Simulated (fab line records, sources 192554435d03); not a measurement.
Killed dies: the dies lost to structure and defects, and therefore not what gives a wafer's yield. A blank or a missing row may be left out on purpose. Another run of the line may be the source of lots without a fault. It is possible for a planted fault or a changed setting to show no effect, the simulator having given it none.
Matching of chambers | flow n5 finfet | N5_BEOL_M1_ETCH_69 on rie diel-03: 4 sister chambers
The step etches SiARC in CF4, target depth 15.6 nm, time 26 s. 14 wafers are shown with their chamber, then 6 later ones without.

WAFERS WITH THEIR CHAMBER
wafer  | chamber | drypump motor current A (A) | showerhead plenum p Torr (Torr) | throttle valve pct (%)
L282.1 | 1       | 6.1                         | 2.25                            | 15.77
L282.6 | 3       | 5.9                         | 2.21                            | 15.71
L283.1 | 0       | 6.7                         | 2.17                            | 15.63
L283.4 | 3       | 6.0                         | 2.21                            | 15.72
L283.6 | 0       | 6.7                         | 2.17                            | 15.62
L286.1 | 2       | 4.9                         | 2.12                            | 15.38
L286.2 | 3       | 5.9                         | 2.21                            | 15.73
L286.3 | 1       | 6.1                         | 2.24                            | 15.80
L288.2 | 3       | 6.0                         | 2.21                            | 15.73
L288.3 | 2       | 4.9                         | 2.12                            | 15.39
L288.6 | 3       | 5.9                         | 2.21                            | 15.71
L289.2 | 3       | 5.9                         | 2.21                            | 15.74
L289.3 | 0       | 6.7                         | 2.17                            | 15.64
L289.4 | 2       | 4.9                         | 2.12                            | 15.40

SIGNATURES, as means of the wafers listed above
reading                  | chamber 0 | chamber 1 | chamber 2 | chamber 3 | scatter within a chamber
drypump motor current A  | 6.700     | 6.100     | 4.900     | 5.933     | 0.0365
showerhead plenum p Torr | 2.1700    | 2.2450    | 2.1200    | 2.2100    | 0.00224
throttle valve pct       | 15.6300   | 15.7850   | 15.3900   | 15.7233   | 0.0126
Rule: distance of a wafer from a chamber = root of the sum over the readings of ((wafer's reading minus chamber's mean) / reading's scatter) squared. The wafer belongs to the nearest chamber; if the next one is less than 2 further off, it can't be placed. The scatter: take each reading less its chamber's mean, square it, sum over the shown wafers, divide by the number of wafers less the number of chambers, and take the root.

WAFERS MISSING THEIR CHAMBER
wafer  | drypump motor current A (A) | showerhead plenum p Torr (Torr) | throttle valve pct (%)
L304.3 | 6.1                         | 2.23                            | 15.85
L304.5 | 5.9                         | 2.20                            | 15.79
L304.6 | 6.7                         | 2.16                            | 15.69
L305.1 | 4.9                         | 2.11                            | 15.46
L305.2 | 6.8                         | 2.16                            | 15.71
L305.5 | 6.7                         | 2.16                            | 15.71

WHICH CHAMBER EACH ONE RAN IN
wafer  | from the rows above | in truth
L304.3 | 1                   | 1
L304.5 | 3                   | 3
L304.6 | 0                   | 0
L305.1 | 2                   | 2
L305.2 | 0                   | 0
L305.5 | 0                   | 0
6 of 6 placed correctly. Can't be placed from these rows: 0. Placed wrongly: 0.
